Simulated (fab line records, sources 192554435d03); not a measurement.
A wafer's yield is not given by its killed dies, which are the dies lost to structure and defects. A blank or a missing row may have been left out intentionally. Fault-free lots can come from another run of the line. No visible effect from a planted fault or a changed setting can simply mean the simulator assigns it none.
Matching of chambers ; flow n5_finfet ; N5_BEOL_M1_CO_CAP_55 on cvd_co-02: 3 sister chambers
The step material Co, precursor CCTBA/H2, target thk 2 nm, time 102.1 s. 20 wafers are shown with their chamber, then 10 later ones without.

## EACH WAFER AND ITS CHAMBER
wafer;chamber;heater_power_w (W)
L077.3;1;248
L077.4;2;240
L077.6;0;250
L076.1;0;251
L076.3;1;253
L076.4;1;249
L083.1;2;246
L083.2;1;249
L083.6;0;257
L084.3;0;249
L084.5;1;256
L084.6;0;249
L087.1;1;252
L087.2;0;255
L087.3;2;237
L088.1;1;250
L088.3;0;247
L088.5;0;249
L094.1;2;246
L094.2;1;255

SIGNATURES (means of the wafers above)
reading;chamber 0;chamber 1;chamber 2;scatter within a chamber
heater_power_w;250.88;251.50;242.25;3.46
Rule: a wafer lies at a distance from a chamber equal to the root of the sum of squares, over the readings, of (its reading less the chamber's mean, divided by the reading's scatter). If the next closest chamber is less than 2 further off than the closest, the wafer can't be placed; otherwise it belongs to the closest. The scatter is the square root of a quotient: the sum, over the shown wafers, of each reading's squared deviation from its chamber's mean, divided by wafers minus chambers.

## WAFERS MISSING THEIR CHAMBER
wafer;heater_power_w (W)
L094.3;254
L094.4;259
L094.5;259
L094.6;246
L095.1;259
L095.4;241
L095.6;255
L097.1;257
L097.2;252
L097.5;254

## WHICH CHAMBER EACH ONE RAN IN
wafer;from the rows above;in truth
L094.3;can't be placed: 1 or 0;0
L094.4;can't be placed: 1 or 0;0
L094.5;can't be placed: 1 or 0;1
L094.6;can't be placed: 2 or 0 or 1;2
L095.1;can't be placed: 1 or 0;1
L095.4;2;2
L095.6;can't be placed: 1 or 0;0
L097.1;can't be placed: 1 or 0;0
L097.2;can't be placed: 1 or 0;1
L097.5;can't be placed: 1 or 0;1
Correct placement for 1 of the 10. Cannot be placed on the basis of these rows: 9; the candidates contain the true chamber in 9. Wrongly placed: 0.
